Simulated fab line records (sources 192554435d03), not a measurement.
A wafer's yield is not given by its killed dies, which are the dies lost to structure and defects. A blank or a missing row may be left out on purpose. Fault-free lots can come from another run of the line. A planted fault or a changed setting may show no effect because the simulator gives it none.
Comparing a struck lot with a sound one / flow n5-finfet / 15 out of 1938 route steps
Sound: wafers L286.2, L286.4, L286.6. Struck: wafer L297.4 (L297.5, L297.6, from the same lot, were not struck and are left out); the cause is given at the end.
At each step with rows: each side's tool, then ch and its chambers, then its first start. Under that, the readings that differ: sound wafers / struck wafers / difference of the means / sigmas: that difference in standard deviations of wafers without a fault.
alike: same words and numbers on both sides, and readings whose means sit less than 2 such deviations apart. not compared: any withheld reading, any reading some wafer has no value for, any bound like >300 that may hide the same value, and any number with overlapping values for which the record gives no deviation.
Wherever a step has rows on one side only, a row that says differs or no value, or a row with sigmas, the two part there. When numbers do not overlap yet have no deviation, they are printed without sigmas and do not part them. Lack of a reading on every wafer of one side parts them only where that side has two or more wafers.

N5_BEOL_M4_SPUTTER_92: material Cu, target thk 4.5 nm, time 8.29 s.
  sound on pvd-sputter-02, day 8 09:04; struck on pvd-sputter-03, day 11 03:18
  alike: chuck-sensor-temp-C, substrate-temp-c, throttle-valve-pct
N5_BEOL_M4_ANNEAL_93: time 240 s.
  sound on pvd-sputter-02, day 8 09:08; struck on pvd-sputter-03, day 11 03:23
  alike: heater-power-w
then, 1 step without rows for these wafers: N5_BEOL_M4_SPUTTER_94 (material Cu, target thk 4.5 nm, time 8.29 s).
N5_BEOL_M4_ANNEAL_95: time 240 s.
  sound on pvd-sputter-02, day 8 09:22; struck on pvd-sputter-03, day 11 03:36
  alike: heater-power-w
then, 2 steps without rows for these wafers: N5_BEOL_M4_SPUTTER_96 (material Cu, target thk 4.5 nm, time 8.29 s); N5_BEOL_M4_ECD_50 (material Cu, target thk 300 nm).
N5_BEOL_M4_ANNEAL_51: time 90 s.
  sound on rtp-anneal-02 ch 0, day 8 09:44; struck on rtp-anneal-01 ch 0, day 11 04:17
  alike: wafer_temp_C_max
then, 1 step without rows for these wafers: N5_BEOL_M4_CMP_52 (polishes, stops on SiOC, t overpolish 6.8 s, target thk 40 nm).
N5_BEOL_M4_THK_MEAS_53: measures by xrf.
  sound on film-metro-01, day 8 10:17; struck on film-metro-02, day 11 04:53
  alike: M4_THK
N5_BEOL_M4_PRE_CLEAN_60: time 15 s.
  sound on cvd-co-01 ch 0,1, day 8 10:20; struck on cvd-co-01 ch 1, day 11 04:56
  alike: heater-power-w
then, 2 steps without rows for these wafers: N5_BEOL_M4_CO_CAP_55 (material Co, precursor CCTBA/H2, target thk 2 nm, time 102.1 s); N5_BEOL_M4_PRE_CLEAN_56 (time 15 s).
N5_BEOL_M4_DEP_57: deposits SiCN from 3MS/NH3, target thk 8 nm, time 14 s.
  sound on pecvd-04 ch 0,1, day 8 10:29; struck on pecvd-03 ch 1, day 11 05:06
reading=showerhead-plenum-p-Torr (Torr); sound=3.677 3.681 3.679; struck=3.637; difference=-0.042; sigmas=-3
reading=model.SiCN_of_BEOL_M4_DEP_57.thk-nm (nm); sound=8 8.2 8.2; struck=8.8; difference=+0.7; sigmas=
  alike: throttle-valve-pct
N5_BEOL_M4_RS_MEAS_58: the measuring method here is four-point-probe.
  sound on film-metro-02, day 8 10:33; struck on film-metro-02, day 11 05:09
  alike: M4_RS
N5_BEOL_M4_RC_MEAS_101:
  sound on prober-01 ch 0, day 8 10:46; struck on prober-01 ch 0, day 11 05:40
  alike: DIBL_N, DIBL_P, IOFF_N, IOFF_P, ION_N, ION_P, SS_N, SS_P, VT_N, VT_P

WHERE THEY PART
N5_BEOL_M4_DEP_57 only, going by this record. Later steps at which nothing parts them and some readings are alike: N5_BEOL_M4_RS_MEAS_58, N5_BEOL_M4_RC_MEAS_101.

WHY: the cause the simulator had injected
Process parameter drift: pecvd-03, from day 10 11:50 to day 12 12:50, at N5_BEOL_M4_DEP_57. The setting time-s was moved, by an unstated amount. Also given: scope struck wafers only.
